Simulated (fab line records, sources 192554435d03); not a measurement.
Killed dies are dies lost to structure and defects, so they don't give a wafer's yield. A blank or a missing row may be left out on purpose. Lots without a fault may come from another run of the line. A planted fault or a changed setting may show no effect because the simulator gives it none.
A struck lot beside a sound one | flow n5_finfet | 16 steps out of a route of 1938
Sound: wafers L805.1, L805.3, L805.6. Struck: wafers L810.2, L810.3, L810.4. The cause comes at the end.
At each step with rows: each side's tool, then ch and its chambers, then its first start. Under that, the readings that differ: sound wafers | struck wafers | difference of the means | sigmas: that difference in standard deviations of wafers without a fault.
alike: readings whose means differ by less than 2 such deviations, and words and numbers that are the same on both sides. not compared: withheld readings, readings that some wafer has no value for, bounds like >300 that may hide the same value, and numbers for which the record gives no deviation and whose values overlap.
The two part at a step that has a row with sigmas, a row that says differs or no value, or rows on one side only. Numbers that don't overlap but have no deviation are shown without sigmas and don't part them. A reading that every wafer of one side lacks parts them only if that side has two wafers or more.

N5_FIN_CUT_INSPECT_10: inspects for defects (brightfield).
  sound on defect_inspect-02, day 4 17:12; struck on defect_inspect-02, day 5 21:28
  alike: raw_defect_count
then, 7 steps without rows for these wafers: N5_FIN_CUT_DESCUM_13 (chemistry O2, time 7 s); N5_FIN_CUT_ETCH_30 (etches underlayer in N2/H2, target depth 13 nm, time 10.4 s); N5_FIN_CUT_ETCH_20 (etches SiARC in CF4, target depth 26 nm, time 43.3 s); N5_FIN_CUT_ETCH_21 (etches SOC in N2/H2, target depth 219 nm, overetch 43.8 nm, time 523.5 s); N5_FIN_CUT_STRIP_23 (strips in N2/H2); N5_FIN_CUT_STRIP_31 (strips in N2/H2); N5_FIN_CUT_STRIP_24 (strips in CF4).
N5_FIN_CUT_CUT_ETCH_26: etches SiNx in CH3F/O2, target depth 39 nm, time 55.7 s.
  sound on rie_diel-03 ch 0,1,3, day 4 17:52; struck on rie_diel-02 ch 0,1,3, day 5 21:56
  alike: drypump_motor_current_A, mfc_ar_sccm, oes_product_au, rf_vpp_V, showerhead_plenum_p_Torr, throttle_valve_pct
  not compared: rf_hours_counter_h
N5_FIN_CUT_CUT_ETCH_27: etches SiO2 in CHF3/O2, target depth 4 nm, overetch 2 nm, time 4.9 s.
  sound on rie_diel-03 ch 0,1,3, day 4 17:54; struck on rie_diel-02 ch 0,1,3, day 5 21:59
  alike: drypump_motor_current_A, mfc_ar_sccm, oes_product_au, rf_vpp_V, showerhead_plenum_p_Torr, throttle_valve_pct
  not compared: rf_hours_counter_h
N5_FIN_CUT_PRECLEAN_35: cleans in vHF, time 13.3 s.
  sound on vapor_etch-02 ch 0, day 4 17:58; struck on vapor_etch-02 ch 0,1, day 5 22:03
  alike: drypump_motor_current_A
N5_FIN_CUT_CUT_ETCH_15: etches Si in HBr/Cl2/O2, target depth 100 nm, bt time 10 s, time 42.4 s.
  sound on rie_si-03 ch 1,2, day 4 18:03; struck on rie_si-03 ch 0,2,3, day 5 22:08
  alike: drypump_motor_current_A, oes_product_au, throttle_valve_pct
  not compared: rf_hours_counter_h
N5_FIN_CUT_CUT_ETCH_28: etches Si in HBr/Cl2/O2, target depth 6 nm, time 2.4 s.
  sound on rie_si-03 ch 1,2, day 4 18:06; struck on rie_si-03 ch 0,2,3, day 5 22:11
  reading                  | sound             | struck           | difference | sigmas
  model.etch.depth_nm (nm) | 6.007 5.979 5.989 | 5.218 5.194 5.14 | -0.808     |
  alike: drypump_motor_current_A, oes_product_au, throttle_valve_pct
  not compared: rf_hours_counter_h
N5_FIN_CUT_STRIP_22: strips in N2/H2.
  sound on rie_diel-03 ch 1,2, day 4 18:10; struck on rie_diel-03 ch 0,1,3, day 5 22:15
  alike: drypump_motor_current_A, oes_product_au, rf_vpp_V, showerhead_plenum_p_Torr, throttle_valve_pct
  not compared: rf_hours_counter_h
-- the record jumps here: 6 days lie between the struck wafers' starts before and after (it left off in module FIN_CUT and takes up again in module BEOL_M4, whose first step shown is number 1111 of the route) --
N5_BEOL_M4_RC_MEAS_101:
  sound on prober-02 ch 0, day 10 11:11; struck on prober-01 ch 0, day 11 16:14
  alike: DIBL_N, DIBL_P, IOFF_N, IOFF_P, ION_N, ION_P, SS_N, SS_P, VT_N, VT_P
then, 1 step without rows for these wafers: N5_PASSIVATION_PROBE_49.

WHERE THEY PART
Nowhere in this record.

WHY: what the simulator had put in
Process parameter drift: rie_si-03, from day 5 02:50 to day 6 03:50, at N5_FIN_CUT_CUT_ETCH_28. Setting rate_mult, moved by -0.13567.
